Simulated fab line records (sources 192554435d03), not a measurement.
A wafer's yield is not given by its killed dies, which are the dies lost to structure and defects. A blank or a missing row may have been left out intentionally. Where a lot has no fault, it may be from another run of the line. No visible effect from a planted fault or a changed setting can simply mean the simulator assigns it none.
fab line records :: flow n5_finfet :: part 2 of 2: steps 41 to 41 of 41
[record]
  lots = 6
  wafers = 17
  last_day = 17
route steps=1938 shown BEOL_M13@1673 BEOL_M15@1830
lots that met no fault: from a run of the same line without faults
start_h: start of the lot's first displayed wafer, in hours after the record's first day :: wait_h: hours since the lot's step before :: " identical to the entry in the row above :: L1.1+2: several wafers, shown together as one row :: - no value present, or no start provided :: * or withheld: withheld :: < > ~ a bound
route shown NAME@n: NAME is a module with steps in the file, n the number in the route of the first one :: usual: mean/standard deviation taken from wafers without a fault :: same: alike in all rows :: chamber/n: place in a boat :: sites: per-site readings :: _std_site: their standard deviation :: _edge_site: inner sites' mean taken away from outer sites' mean :: radius_mm: for every site, how far away it sits from the centre of the wafer :: mask NAME#n: copy n :: behind: the most recent tool/chamber to have shaped the wafer :: hold: the reason the lot was held/the length of the hold in hours/how it ended :: device: names the non-switching transistor (n, p or np) :: end of line: at the end of the route, the tests of the same wafers :: step lacking rows: just its recipe :: killed: count of dies lost to structure and defects at first sort (not the wafer's yield) :: map: per-die view of a wafer (x killed, . not killed, _ where there is no die)
set.NAME: the run value of the setting; set.NAME@STEP: its run value at that earlier step :: model.NAME: the simulator's own value behind a step, which no gauge read
lots at selected steps of the route; one table per step, one row per wafer
services: from which hour (start_h, from the record's first day; less than 0 if before it) a tool's chamber was out of use, for how many hours, and why
[[steps]]
[step N5_BEOL_M15_RC_MEAS_101]
[usual]
  COMB_M10 = 1.49e-11/2.9e-12
  COMB_M10_max_site = 2.1e-11/4.2e-12
  COMB_M11 = 1.52e-11/2.9e-12
  COMB_M12 = 7.4e-12/1.3e-12
  COMB_M14 = 4.2e-12/6.8e-13
  COMB_M15 = 3.2e-12/5.8e-13
  COMB_M5 = 3.7e-11/7.5e-12
  COMB_M6 = 2.7e-11/5.5e-12
  COMB_M7 = 2.6e-11/4.9e-12
  COMB_M8 = 2.6e-11/5.4e-12
  COMB_M8_max_site = 3.7e-11/8.5e-12
  COMB_M9 = 1.5e-11/3.2e-12
  COMB_M9_max_site = 2.1e-11/5.1e-12
  SERP_M10 = 3.09/0.062
  SERP_M11 = 3.05/0.072
  SERP_M12 = 0.636/0.015
  SERP_M13 = 0.308/0.0057
  SERP_M13_max_site = 0.312/0.006
  SERP_M14 = 0.162/0.003
  SERP_M5 = 38.0/1.3
  SERP_M6 = 13.9/0.5
  SERP_M7 = 13.8/0.48
  SERP_M8 = 13.8/0.45
  SERP_M9 = 3.06/0.076
  SERP_M9_max_site = 3.15/0.077
lot.wafer: L369.1
tool: prober-02
chamber: 0
start_h: 260.25
wait_h: 0.0
COMB_M10[S/m]: 1.62e-11
COMB_M10_max_site[S/m]: 2.3e-11
COMB_M11[S/m]: 1.53e-11
COMB_M12[S/m]: 9.5e-12
COMB_M14[S/m]: 3.6e-12
COMB_M15[S/m]: 2.8e-12
COMB_M5[S/m]: 2.8e-11
COMB_M6[S/m]: 2.2e-11
COMB_M7[S/m]: 2.3e-11
COMB_M8[S/m]: 3.3e-11
COMB_M8_max_site[S/m]: 4.9e-11
COMB_M9[S/m]: 1.6e-11
COMB_M9_max_site[S/m]: 2.8e-11
SERP_M10[ohm/um]: 3.02
SERP_M11[ohm/um]: 3.05
SERP_M12[ohm/um]: 0.619
SERP_M13[ohm/um]: 0.308
SERP_M13_max_site[ohm/um]: 0.312
SERP_M14[ohm/um]: 0.162
SERP_M5[ohm/um]: 39.3
SERP_M6[ohm/um]: 14.3
SERP_M7[ohm/um]: 13.7
SERP_M8[ohm/um]: 14.5
SERP_M9[ohm/um]: 2.91
SERP_M9_max_site[ohm/um]: 3.01

lot.wafer: L369.4
tool: prober-02
chamber: 0
start_h: 260.25
wait_h: 0.0
COMB_M10[S/m]: 1.32e-11
COMB_M10_max_site[S/m]: 1.8e-11
COMB_M11[S/m]: 1.35e-11
COMB_M12[S/m]: 8.2e-12
COMB_M14[S/m]: 4.7e-12
COMB_M15[S/m]: 4.5e-12
COMB_M5[S/m]: 3.6e-11
COMB_M6[S/m]: 2.7e-11
COMB_M7[S/m]: 2.9e-11
COMB_M8[S/m]: 3.3e-11
COMB_M8_max_site[S/m]: 4.9e-11
COMB_M9[S/m]: 1.3e-11
COMB_M9_max_site[S/m]: 1.9e-11
SERP_M10[ohm/um]: 3.05
SERP_M11[ohm/um]: 2.93
SERP_M12[ohm/um]: 0.619
SERP_M13[ohm/um]: 0.313
SERP_M13_max_site[ohm/um]: 0.315
SERP_M14[ohm/um]: 0.161
SERP_M5[ohm/um]: 38.0
SERP_M6[ohm/um]: 13.7
SERP_M7[ohm/um]: 13.7
SERP_M8[ohm/um]: 14.4
SERP_M9[ohm/um]: 3.09
SERP_M9_max_site[ohm/um]: 3.17

lot.wafer: L369.6
tool: prober-02
chamber: 0
start_h: 260.25
wait_h: 0.0
COMB_M10[S/m]: 2.16e-11
COMB_M10_max_site[S/m]: 2.9e-11
COMB_M11[S/m]: 1.37e-11
COMB_M12[S/m]: 1.02e-11
COMB_M14[S/m]: 3.5e-12
COMB_M15[S/m]: 3.6e-12
COMB_M5[S/m]: 4.1e-11
COMB_M6[S/m]: 2.6e-11
COMB_M7[S/m]: 3.2e-11
COMB_M8[S/m]: 2.5e-11
COMB_M8_max_site[S/m]: 3.1e-11
COMB_M9[S/m]: 1.7e-11
COMB_M9_max_site[S/m]: 2.7e-11
SERP_M10[ohm/um]: 3.02
SERP_M11[ohm/um]: 3.17
SERP_M12[ohm/um]: 0.641
SERP_M13[ohm/um]: 0.314
SERP_M13_max_site[ohm/um]: 0.315
SERP_M14[ohm/um]: 0.162
SERP_M5[ohm/um]: 36.4
SERP_M6[ohm/um]: 14.2
SERP_M7[ohm/um]: 14.1
SERP_M8[ohm/um]: 14.8
SERP_M9[ohm/um]: 3.09
SERP_M9_max_site[ohm/um]: 3.18

lot.wafer: L374.3
tool: prober-01
chamber: 0
start_h: 292.61
wait_h: 0.3
COMB_M10[S/m]: 1.55e-11
COMB_M10_max_site[S/m]: 2e-11
COMB_M11[S/m]: 1.69e-11
COMB_M12[S/m]: 5.8e-12
COMB_M14[S/m]: 2.9e-12
COMB_M15[S/m]: 2.5e-12
COMB_M5[S/m]: 2.6e-11
COMB_M6[S/m]: 3e-11
COMB_M7[S/m]: 3e-11
COMB_M8[S/m]: 2.6e-11
COMB_M8_max_site[S/m]: 3.7e-11
COMB_M9[S/m]: 1.3e-11
COMB_M9_max_site[S/m]: 1.6e-11
SERP_M10[ohm/um]: 3.05
SERP_M11[ohm/um]: 2.97
SERP_M12[ohm/um]: 0.650
SERP_M13[ohm/um]: 0.296
SERP_M13_max_site[ohm/um]: 0.298
SERP_M14[ohm/um]: 0.161
SERP_M5[ohm/um]: 39.3
SERP_M6[ohm/um]: 13.6
SERP_M7[ohm/um]: 13.9
SERP_M8[ohm/um]: 14.1
SERP_M9[ohm/um]: 3.07
SERP_M9_max_site[ohm/um]: 3.19

lot.wafer: L374.4
tool: prober-01
chamber: 0
start_h: 292.61
wait_h: 0.3
COMB_M10[S/m]: 1.21e-11
COMB_M10_max_site[S/m]: 2.1e-11
COMB_M11[S/m]: 1.32e-11
COMB_M12[S/m]: 8.8e-12
COMB_M14[S/m]: 3.2e-12
COMB_M15[S/m]: 2.6e-12
COMB_M5[S/m]: 3.2e-11
COMB_M6[S/m]: 3.6e-11
COMB_M7[S/m]: 2.9e-11
COMB_M8[S/m]: 2.1e-11
COMB_M8_max_site[S/m]: 3.6e-11
COMB_M9[S/m]: 1.5e-11
COMB_M9_max_site[S/m]: 2e-11
SERP_M10[ohm/um]: 2.97
SERP_M11[ohm/um]: 2.95
SERP_M12[ohm/um]: 0.636
SERP_M13[ohm/um]: 0.305
SERP_M13_max_site[ohm/um]: 0.307
SERP_M14[ohm/um]: 0.161
SERP_M5[ohm/um]: 39.5
SERP_M6[ohm/um]: 13.2
SERP_M7[ohm/um]: 14.5
SERP_M8[ohm/um]: 13.8
SERP_M9[ohm/um]: 3.00
SERP_M9_max_site[ohm/um]: 3.11

lot.wafer: L374.6
tool: prober-01
chamber: 0
start_h: 292.61
wait_h: 0.3
COMB_M10[S/m]: 1.73e-11
COMB_M10_max_site[S/m]: 2e-11
COMB_M11[S/m]: 1.53e-11
COMB_M12[S/m]: 5.2e-12
COMB_M14[S/m]: 3.3e-12
COMB_M15[S/m]: 2.8e-12
COMB_M5[S/m]: 3.5e-11
COMB_M6[S/m]: 2.7e-11
COMB_M7[S/m]: 3.1e-11
COMB_M8[S/m]: 2.1e-11
COMB_M8_max_site[S/m]: 3.7e-11
COMB_M9[S/m]: 1.4e-11
COMB_M9_max_site[S/m]: 2.2e-11
SERP_M10[ohm/um]: 3.12
SERP_M11[ohm/um]: 2.95
SERP_M12[ohm/um]: 0.640
SERP_M13[ohm/um]: 0.240
SERP_M13_max_site[ohm/um]: 0.242
SERP_M14[ohm/um]: 0.161
SERP_M5[ohm/um]: 38.5
SERP_M6[ohm/um]: 12.8
SERP_M7[ohm/um]: 13.3
SERP_M8[ohm/um]: 14.3
SERP_M9[ohm/um]: 2.94
SERP_M9_max_site[ohm/um]: 3.07

lot.wafer: L375.1
tool: prober-02
chamber: 0
start_h: 293.30
wait_h: 0.0
COMB_M10[S/m]: 1.59e-11
COMB_M10_max_site[S/m]: 2.6e-11
COMB_M11[S/m]: 1.66e-11
COMB_M12[S/m]: 6.3e-12
COMB_M14[S/m]: 4e-12
COMB_M15[S/m]: 3.5e-12
COMB_M5[S/m]: 4.2e-11
COMB_M6[S/m]: 3.1e-11
COMB_M7[S/m]: 2.9e-11
COMB_M8[S/m]: 2.6e-11
COMB_M8_max_site[S/m]: 3.1e-11
COMB_M9[S/m]: 1.2e-11
COMB_M9_max_site[S/m]: 1.6e-11
SERP_M10[ohm/um]: 3.16
SERP_M11[ohm/um]: 3.12
SERP_M12[ohm/um]: 0.625
SERP_M13[ohm/um]: 0.252
SERP_M13_max_site[ohm/um]: 0.254
SERP_M14[ohm/um]: 0.164
SERP_M5[ohm/um]: 37.8
SERP_M6[ohm/um]: 13.0
SERP_M7[ohm/um]: 13.4
SERP_M8[ohm/um]: 15.0
SERP_M9[ohm/um]: 3.09
SERP_M9_max_site[ohm/um]: 3.18

lot.wafer: L375.5
tool: prober-02
chamber: 0
start_h: 293.30
wait_h: 0.0
COMB_M10[S/m]: 9.9e-12
COMB_M10_max_site[S/m]: 1.3e-11
COMB_M11[S/m]: 1.52e-11
COMB_M12[S/m]: 5.5e-12
COMB_M14[S/m]: 5.2e-12
COMB_M15[S/m]: 3.8e-12
COMB_M5[S/m]: 4.5e-11
COMB_M6[S/m]: 3.4e-11
COMB_M7[S/m]: 2.6e-11
COMB_M8[S/m]: 2.9e-11
COMB_M8_max_site[S/m]: 4.9e-11
COMB_M9[S/m]: 1.2e-11
COMB_M9_max_site[S/m]: 1.4e-11
SERP_M10[ohm/um]: 3.18
SERP_M11[ohm/um]: 3.01
SERP_M12[ohm/um]: 0.607
SERP_M13[ohm/um]: 0.310
SERP_M13_max_site[ohm/um]: 0.313
SERP_M14[ohm/um]: 0.166
SERP_M5[ohm/um]: 35.8
SERP_M6[ohm/um]: 13.8
SERP_M7[ohm/um]: 13.9
SERP_M8[ohm/um]: 13.9
SERP_M9[ohm/um]: 3.11
SERP_M9_max_site[ohm/um]: 3.18

lot.wafer: L381.1
tool: prober-01
chamber: 0
start_h: 325.22
wait_h: 0.0
COMB_M10[S/m]: 1.2e-11
COMB_M10_max_site[S/m]: 1.6e-11
COMB_M11[S/m]: 1.06e-11
COMB_M12[S/m]: 6.2e-12
COMB_M14[S/m]: 4.2e-12
COMB_M15[S/m]: 2.4e-12
COMB_M5[S/m]: 3.8e-11
COMB_M6[S/m]: 1.6e-11
COMB_M7[S/m]: 2.7e-11
COMB_M8[S/m]: 2.3e-11
COMB_M8_max_site[S/m]: 3.5e-11
COMB_M9[S/m]: 1.2e-11
COMB_M9_max_site[S/m]: 1.8e-11
SERP_M10[ohm/um]: 3.07
SERP_M11[ohm/um]: 3.23
SERP_M12[ohm/um]: 0.664
SERP_M13[ohm/um]: 0.313
SERP_M13_max_site[ohm/um]: 0.315
SERP_M14[ohm/um]: 0.166
SERP_M5[ohm/um]: 37.6
SERP_M6[ohm/um]: 14.5
SERP_M7[ohm/um]: 13.1
SERP_M8[ohm/um]: 13.9
SERP_M9[ohm/um]: 3.19
SERP_M9_max_site[ohm/um]: 3.27

lot.wafer: L381.2
tool: prober-01
chamber: 0
start_h: 325.22
wait_h: 0.0
COMB_M10[S/m]: 1.31e-11
COMB_M10_max_site[S/m]: 1.8e-11
COMB_M11[S/m]: 1.22e-11
COMB_M12[S/m]: 5.5e-12
COMB_M14[S/m]: 4.5e-12
COMB_M15[S/m]: 2.8e-12
COMB_M5[S/m]: 3.5e-11
COMB_M6[S/m]: 1.8e-11
COMB_M7[S/m]: 2.8e-11
COMB_M8[S/m]: 1.8e-11
COMB_M8_max_site[S/m]: 2.5e-11
COMB_M9[S/m]: 9e-12
COMB_M9_max_site[S/m]: 1.2e-11
SERP_M10[ohm/um]: 3.07
SERP_M11[ohm/um]: 3.11
SERP_M12[ohm/um]: 0.631
SERP_M13[ohm/um]: 0.304
SERP_M13_max_site[ohm/um]: 0.308
SERP_M14[ohm/um]: 0.159
SERP_M5[ohm/um]: 36.6
SERP_M6[ohm/um]: 13.3
SERP_M7[ohm/um]: 13.2
SERP_M8[ohm/um]: 14.0
SERP_M9[ohm/um]: 3.17
SERP_M9_max_site[ohm/um]: 3.23

lot.wafer: L381.5
tool: prober-01
chamber: 0
start_h: 325.22
wait_h: 0.0
COMB_M10[S/m]: 9.8e-12
COMB_M10_max_site[S/m]: 1.4e-11
COMB_M11[S/m]: 1.13e-11
COMB_M12[S/m]: 6.9e-12
COMB_M14[S/m]: 4.8e-12
COMB_M15[S/m]: 2.5e-12
COMB_M5[S/m]: 2.9e-11
COMB_M6[S/m]: 1.9e-11
COMB_M7[S/m]: 2.3e-11
COMB_M8[S/m]: 2e-11
COMB_M8_max_site[S/m]: 2.7e-11
COMB_M9[S/m]: 1.2e-11
COMB_M9_max_site[S/m]: 1.8e-11
SERP_M10[ohm/um]: 3.06
SERP_M11[ohm/um]: 3.06
SERP_M12[ohm/um]: 0.639
SERP_M13[ohm/um]: 0.304
SERP_M13_max_site[ohm/um]: 0.305
SERP_M14[ohm/um]: 0.157
SERP_M5[ohm/um]: 40.2
SERP_M6[ohm/um]: 14.0
SERP_M7[ohm/um]: 13.1
SERP_M8[ohm/um]: 14.0
SERP_M9[ohm/um]: 3.20
SERP_M9_max_site[ohm/um]: 3.26

lot.wafer: L389.1
tool: prober-02
chamber: 0
start_h: 375.79
wait_h: 0.0
COMB_M10[S/m]: 1.58e-11
COMB_M10_max_site[S/m]: 2.6e-11
COMB_M11[S/m]: 1.2e-11
COMB_M12[S/m]: 6.2e-12
COMB_M14[S/m]: 4e-12
COMB_M15[S/m]: 3.6e-12
COMB_M5[S/m]: 3e-11
COMB_M6[S/m]: 2.4e-11
COMB_M7[S/m]: 2.1e-11
COMB_M8[S/m]: 2.7e-11
COMB_M8_max_site[S/m]: 3.6e-11
COMB_M9[S/m]: 1.2e-11
COMB_M9_max_site[S/m]: 1.7e-11
SERP_M10[ohm/um]: 3.05
SERP_M11[ohm/um]: 3.10
SERP_M12[ohm/um]: 0.645
SERP_M13[ohm/um]: 0.302
SERP_M13_max_site[ohm/um]: 0.305
SERP_M14[ohm/um]: 0.169
SERP_M5[ohm/um]: 38.6
SERP_M6[ohm/um]: 14.3
SERP_M7[ohm/um]: 13.5
SERP_M8[ohm/um]: 14.7
SERP_M9[ohm/um]: 3.04
SERP_M9_max_site[ohm/um]: 3.14

lot.wafer: L389.3
tool: prober-02
chamber: 0
start_h: 375.79
wait_h: 0.0
COMB_M10[S/m]: 1.96e-11
COMB_M10_max_site[S/m]: 3e-11
COMB_M11[S/m]: 1.3e-11
COMB_M12[S/m]: 8.7e-12
COMB_M14[S/m]: 4.3e-12
COMB_M15[S/m]: 2.5e-12
COMB_M5[S/m]: 4e-11
COMB_M6[S/m]: 2e-11
COMB_M7[S/m]: 3.5e-11
COMB_M8[S/m]: 2.4e-11
COMB_M8_max_site[S/m]: 2.8e-11
COMB_M9[S/m]: 1.8e-11
COMB_M9_max_site[S/m]: 2.3e-11
SERP_M10[ohm/um]: 3.09
SERP_M11[ohm/um]: 3.07
SERP_M12[ohm/um]: 0.653
SERP_M13[ohm/um]: 0.311
SERP_M13_max_site[ohm/um]: 0.314
SERP_M14[ohm/um]: 0.164
SERP_M5[ohm/um]: 36.8
SERP_M6[ohm/um]: 13.6
SERP_M7[ohm/um]: 14.0
SERP_M8[ohm/um]: 13.9
SERP_M9[ohm/um]: 3.13
SERP_M9_max_site[ohm/um]: 3.18

lot.wafer: L389.5
tool: prober-02
chamber: 0
start_h: 375.79
wait_h: 0.0
COMB_M10[S/m]: 1.54e-11
COMB_M10_max_site[S/m]: 1.9e-11
COMB_M11[S/m]: 1.23e-11
COMB_M12[S/m]: 5.8e-12
COMB_M14[S/m]: 4.2e-12
COMB_M15[S/m]: 2.8e-12
COMB_M5[S/m]: 3.6e-11
COMB_M6[S/m]: 2.9e-11
COMB_M7[S/m]: 2.8e-11
COMB_M8[S/m]: 2.6e-11
COMB_M8_max_site[S/m]: 3.5e-11
COMB_M9[S/m]: 1.4e-11
COMB_M9_max_site[S/m]: 2.1e-11
SERP_M10[ohm/um]: 3.09
SERP_M11[ohm/um]: 3.01
SERP_M12[ohm/um]: 0.636
SERP_M13[ohm/um]: 0.314
SERP_M13_max_site[ohm/um]: 0.319
SERP_M14[ohm/um]: 0.165
SERP_M5[ohm/um]: 39.2
SERP_M6[ohm/um]: 13.3
SERP_M7[ohm/um]: 13.6
SERP_M8[ohm/um]: 14.0
SERP_M9[ohm/um]: 2.98
SERP_M9_max_site[ohm/um]: 3.19

lot.wafer: L391.1
tool: prober-01
chamber: 0
start_h: 395.77
wait_h: 0.0
COMB_M10[S/m]: 1.29e-11
COMB_M10_max_site[S/m]: 2e-11
COMB_M11[S/m]: 1.53e-11
COMB_M12[S/m]: 8.7e-12
COMB_M14[S/m]: 3.6e-12
COMB_M15[S/m]: 2.8e-12
COMB_M5[S/m]: 3.5e-11
COMB_M6[S/m]: 3.5e-11
COMB_M7[S/m]: 2.3e-11
COMB_M8[S/m]: 1.6e-11
COMB_M8_max_site[S/m]: 2.3e-11
COMB_M9[S/m]: 2.2e-11
COMB_M9_max_site[S/m]: 2.8e-11
SERP_M10[ohm/um]: 2.99
SERP_M11[ohm/um]: 3.11
SERP_M12[ohm/um]: 0.615
SERP_M13[ohm/um]: 0.306
SERP_M13_max_site[ohm/um]: 0.311
SERP_M14[ohm/um]: 0.161
SERP_M5[ohm/um]: 39.1
SERP_M6[ohm/um]: 13.9
SERP_M7[ohm/um]: 13.8
SERP_M8[ohm/um]: 13.1
SERP_M9[ohm/um]: 3.07
SERP_M9_max_site[ohm/um]: 3.13

lot.wafer: L391.4
tool: prober-01
chamber: 0
start_h: 395.77
wait_h: 0.0
COMB_M10[S/m]: 1.7e-11
COMB_M10_max_site[S/m]: 2e-11
COMB_M11[S/m]: 1.31e-11
COMB_M12[S/m]: 7.3e-12
COMB_M14[S/m]: 3.4e-12
COMB_M15[S/m]: 2.8e-12
COMB_M5[S/m]: 3.4e-11
COMB_M6[S/m]: 2.4e-11
COMB_M7[S/m]: 2.4e-11
COMB_M8[S/m]: 3.1e-11
COMB_M8_max_site[S/m]: 3.6e-11
COMB_M9[S/m]: 2.3e-11
COMB_M9_max_site[S/m]: 3.5e-11
SERP_M10[ohm/um]: 3.07
SERP_M11[ohm/um]: 3.11
SERP_M12[ohm/um]: 0.665
SERP_M13[ohm/um]: 0.316
SERP_M13_max_site[ohm/um]: 0.320
SERP_M14[ohm/um]: 0.163
SERP_M5[ohm/um]: 38.4
SERP_M6[ohm/um]: 14.1
SERP_M7[ohm/um]: 13.4
SERP_M8[ohm/um]: 13.7
SERP_M9[ohm/um]: 3.06
SERP_M9_max_site[ohm/um]: 3.12

lot.wafer: L391.6
tool: prober-01
chamber: 0
start_h: 395.77
wait_h: 0.0
COMB_M10[S/m]: 1.21e-11
COMB_M10_max_site[S/m]: 1.6e-11
COMB_M11[S/m]: 1.28e-11
COMB_M12[S/m]: 7.2e-12
COMB_M14[S/m]: 2.6e-12
COMB_M15[S/m]: 3e-12
COMB_M5[S/m]: 3.1e-11
COMB_M6[S/m]: 2.7e-11
COMB_M7[S/m]: 2.7e-11
COMB_M8[S/m]: 2.3e-11
COMB_M8_max_site[S/m]: 3.2e-11
COMB_M9[S/m]: 1.8e-11
COMB_M9_max_site[S/m]: 2.3e-11
SERP_M10[ohm/um]: 3.12
SERP_M11[ohm/um]: 3.09
SERP_M12[ohm/um]: 0.632
SERP_M13[ohm/um]: 0.312
SERP_M13_max_site[ohm/um]: 0.315
SERP_M14[ohm/um]: 0.158
SERP_M5[ohm/um]: 37.5
SERP_M6[ohm/um]: 14.2
SERP_M7[ohm/um]: 13.3
SERP_M8[ohm/um]: 13.4
SERP_M9[ohm/um]: 3.13
SERP_M9_max_site[ohm/um]: 3.16
// sites SERP_M13 radius_mm=0,75,75,75,75,140,140,140,140
L369.1 0.306 0.305 0.308 0.306 0.307 0.310 0.311 0.312 0.311
L374.3 0.297 0.297 0.296 0.297 0.298 0.296 0.294 0.290 0.293
L375.1 0.251 0.252 0.252 0.253 0.254 0.251 0.252 0.250 0.254
L381.1 0.314 0.313 0.315 0.313 0.314 0.310 0.311 0.308 0.310
L389.1 0.302 0.299 0.300 0.301 0.301 0.303 0.302 0.305 0.305
L391.1 0.307 0.308 0.306 0.304 0.311 0.306 0.305 0.305 0.305
[[services]]
tool: rie_diel-02
chamber: 2
start_h: 223.76
hours: 6.1
kind: repair

tool: krf_scanner-01
chamber: -
start_h: 225.96
hours: 2.4
kind: repair

tool: cmp-02
chamber: -
start_h: 227.66
hours: 5.5
kind: pm

tool: cmp-01
chamber: -
start_h: 227.77
hours: 4.0
kind: pm

tool: rie_diel-02
chamber: 2
start_h: 237.18
hours: 4.4
kind: repair

tool: cmp-03
chamber: -
start_h: 238.32
hours: 4.0
kind: pm

tool: rie_diel-06
chamber: 2
start_h: 241.17
hours: 1.2
kind: repair

tool: rie_diel-06
chamber: 3
start_h: 259.63
hours: 4.8
kind: repair

tool: krf_scanner-02
chamber: -
start_h: 276.20
hours: 1.3
kind: pm

tool: krf_scanner-01
chamber: -
start_h: 284.24
hours: 0.8
kind: pm

tool: rie_diel-06
chamber: -
start_h: 298.79
hours: 0.8
kind: repair

tool: cmp-03
chamber: -
start_h: 305.80
hours: 0.5
kind: repair

tool: krf_scanner-02
chamber: -
start_h: 306.33
hours: 0.8
kind: pm

tool: krf_scanner-02
chamber: -
start_h: 321.51
hours: 1.0
kind: pm

tool: rie_diel-03
chamber: -
start_h: 323.93
hours: 14.6
kind: pm

tool: rie_diel-06
chamber: 2
start_h: 325.16
hours: 13.6
kind: repair

tool: cmp-02
chamber: -
start_h: 326.03
hours: 4.7
kind: repair

tool: cmp-02
chamber: -
start_h: 333.06
hours: 0.6
kind: repair

tool: krf_scanner-01
chamber: -
start_h: 340.58
hours: 1.0
kind: pm

tool: krf_scanner-02
chamber: -
start_h: 343.07
hours: 0.5
kind: repair

tool: rie_diel-02
chamber: -
start_h: 343.94
hours: 2.8
kind: pm

tool: rie_diel-02
chamber: 0
start_h: 369.71
hours: 4.9
kind: repair

tool: rie_diel-02
chamber: -
start_h: 375.07
hours: 4.3
kind: pm

tool: cmp-03
chamber: -
start_h: 380.87
hours: 5.2
kind: pm
[[key]]
[first_sign]
  step = N5_BEOL_M13_CD_MEAS_28
  reading = cd_nm
  direction = up
  sigmas = 37
  usual = 209.9
  struck = 243.1
[effect]
  step = N5_BEOL_M15_RC_MEAS_101
  reading = SERP_M13
  direction = down
  sigmas = 11
  usual = 0.308
  struck = 0.246
[model_effect]
  step = N5_BEOL_M13_DESCUM_33
  value = BEOL_M13.cd_nm
  without = 210.4
  struck = 243.2
[model_effect]
  step = N5_BEOL_M13_ETCH_38
  value = BEOL_M13.cd_nm
  without = 211.3
  struck = 244
met_at N5_BEOL_M13_EXPOSE_25
struck_wafers L374.6,L375.1
sort_left_out L374.6,L375.1
[fault]
  kind = process_parameter_drift
  tool = krf_scanner-01
  chamber = -
  onset_h = 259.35
  steps = N5_BEOL_M13_EXPOSE_25
  channel = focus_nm
  offset = 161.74
  shape = step
  end_h = 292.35
  scope = struck_wafers_only
// sort_left_out: the simulated sort isn't trusted on such a fault, so these wafers' sort isn't shown, and their yield isn't known
